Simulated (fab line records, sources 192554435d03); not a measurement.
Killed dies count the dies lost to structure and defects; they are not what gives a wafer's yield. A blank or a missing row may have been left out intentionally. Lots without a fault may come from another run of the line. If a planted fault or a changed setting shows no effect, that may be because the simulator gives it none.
Struck lot and sound lot, side by side ; flow n5-finfet ; 16 out of 1938 route steps
Sound: wafers L370.2, L370.5, L370.6. Struck: wafers L367.3, L367.5, L367.6. Last of all comes the cause.
Each step with rows lists, per side, the tool, then ch with its chambers, then its first start. Under that, the readings that differ: sound wafers ; struck wafers ; difference of the means ; sigmas: that difference in standard deviations of wafers without a fault.
alike: readings with means less than 2 such deviations apart, plus words and numbers identical on both sides. not compared: withheld readings, readings lacking a value on some wafer, bounds such as >300 that could conceal the same value, and numbers that have no deviation in the record and whose values overlap.
Wherever a step has rows on one side only, a row that says differs or no value, or a row with sigmas, the two part there. Non-overlapping numbers with no deviation appear without sigmas and do not part them. Lack of a reading on every wafer of one side parts them only where that side has two or more wafers.

first, 4 steps without rows for these wafers: N5_BEOL_M9_HM_STRIP_39 (strips TiN in peroxide tin strip, target depth 25 nm, time 158 s); N5_BEOL_M9_SRD_40 (time 30 s); N5_BEOL_M9_PRECLEAN_42 (cleans in residue remover, time 60 s); N5_BEOL_M9_SRD_43 (time 30 s).
N5_BEOL_M9_CD_MEAS_35: target cd 70 nm, target cd y 40 nm.
  struck on cd-sem-01, day 10 12:19; sound on cd-sem-03, day 10 22:52
  alike: cd-nm
then, 1 step without rows for these wafers: N5_BEOL_M9_CURE_72 (cures SiCOH lowk, time 120 s).
N5_BEOL_M9_DEGAS_44: time 60 s.
  struck on pvd-sputter-02, day 10 12:58; sound on pvd-sputter-01, day 10 23:38
  alike: heater-power-w
N5_BEOL_M9_PRE_CLEAN_45: time 30 s.
  struck on pvd-sputter-02, day 10 13:01; sound on pvd-sputter-01, day 10 23:40
  alike: heater-power-w
N5_BEOL_M9_ALD_74: deposits TaN, target thk 2 nm, pulse time 2 s, purge time 3 s.
  sound on ald-metal-03 ch 0,1,3, day 10 23:45; struck on ald-metal-02 ch 0,1, day 10 13:04
  alike: heater-power-w
N5_BEOL_M9_SURFACE_TREAT_79:
  struck on pvd-sputter-02, day 10 13:29; sound on pvd-sputter-01, day 11 00:04
  alike: ar-flow-sccm
  not compared: throttle-valve-pct
then, 1 step without rows for these wafers: N5_BEOL_M9_CVD_78 (deposits Co from CCTBA/H2, target thk 2 nm, time 138.9 s).
N5_BEOL_M9_SPUTTER_48: material Cu, target thk 12 nm, time 2 s.
  struck on pvd-sputter-01, day 10 13:50; sound on pvd-sputter-03, day 11 00:30
  alike: throttle-valve-pct
N5_BEOL_M9_ECD_50: material Cu, target thk 318 nm.
  sound on ecd-cu-02 ch 0,1, day 11 00:37; struck on ecd-cu-01 ch 0,1, day 10 14:16
then, 1 step without rows for these wafers: N5_BEOL_M9_ANNEAL_51 (time 90 s).
N5_BEOL_M9_CMP_52: polishes, stops on SiCOH lowk, t overpolish 7 s, target thk 140 nm.
  sound on cmp-02 ch 0,3, day 11 01:04; struck on cmp-03 ch 1,2, day 10 14:41
reading;sound;struck;difference;sigmas
barrier-field-endpoint-s (s);28.1 29.5 28.7;29.9 30.9 30.9;+1.8;+2
time-to-endpoint-s (s);63 68 65;138 136 135;+71;+22
  alike: motor-current-A, overpolish-run-s, retaining-ring-pressure-frac, slurry-flow-ml-min
N5_BEOL_M9_THK_MEAS_53: measures by xrf.
  struck on film-metro-01, day 10 14:57; sound on film-metro-02, day 11 01:19
  alike: M9_THK

== WHERE THEY PART ==
N5_BEOL_M9_CMP_52 only, going by this record. Later steps at which nothing parts them and some readings are alike: N5_BEOL_M9_THK_MEAS_53.

WHY: the cause the simulator had injected
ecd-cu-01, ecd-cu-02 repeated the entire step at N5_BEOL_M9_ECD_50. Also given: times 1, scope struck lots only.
